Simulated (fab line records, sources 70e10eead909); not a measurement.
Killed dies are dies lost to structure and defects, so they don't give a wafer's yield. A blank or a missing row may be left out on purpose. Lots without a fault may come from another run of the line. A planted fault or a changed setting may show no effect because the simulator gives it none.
Chamber matching | flow nand_harc | NHARC_A_SGD_CUT_ETCHBACK_24 on rie_diel-03: 4 sister chambers
The step etches the open film in CH3F/O2, target depth 50 nm, time 92.857 s. 8 wafers are shown with their chamber, then 9 later ones without.

WAFERS WITH THEIR CHAMBER
wafer  | chamber | showerhead_plenum_p_Torr (Torr) | rf_vpp_V (V)
L081.2 | 1       | 2.37                            | 245.0
L081.6 | 0       | 2.30                            | 242.6
L082.1 | 3       | 2.57                            | 246.2
L082.2 | 2       | 2.51                            | 245.5
L082.6 | 2       | 2.51                            | 244.1
L087.2 | 3       | 2.57                            | 245.2
L087.4 | 0       | 2.29                            | 242.7
L087.5 | 1       | 2.36                            | 241.9

WAFERS WITHOUT THEIR CHAMBER
wafer  | showerhead_plenum_p_Torr (Torr) | rf_vpp_V (V)
L091.3 | 2.36                            | 242.5
L091.4 | 2.51                            | 245.5
L091.5 | 2.29                            | 241.9
L093.1 | 2.51                            | 245.1
L093.3 | 2.36                            | 242.8
L093.5 | 2.57                            | 245.7
L095.1 | 2.36                            | 242.6
L095.3 | 2.51                            | 245.7
L095.5 | 2.36                            | 243.4

WHICH CHAMBER EACH WENT THROUGH
wafer  | from the rows above | in truth
L091.3 | 1                   | 1
L091.4 | 2                   | 2
L091.5 | 0                   | 0
L093.1 | 2                   | 2
L093.3 | 1                   | 1
L093.5 | 3                   | 3
L095.1 | 1                   | 1
L095.3 | 2                   | 2
L095.5 | 1                   | 1
Placed correctly: 9 of 9. Can't be placed from these rows: 0. Placed wrongly: 0.
How it was worked out, from the rows above alone: a wafer's distance from a chamber is the root of the sum, over the readings, of the square of ((its reading less the chamber's mean) divided by the reading's scatter). The wafer belongs to the nearest chamber; if the next one is less than 2 further off, it can't be placed. A chamber's mean is the mean of its shown wafers. The scatter: the root of (the sum of the squares of (reading less its chamber's mean) over the shown wafers, divided by (wafers less chambers)).
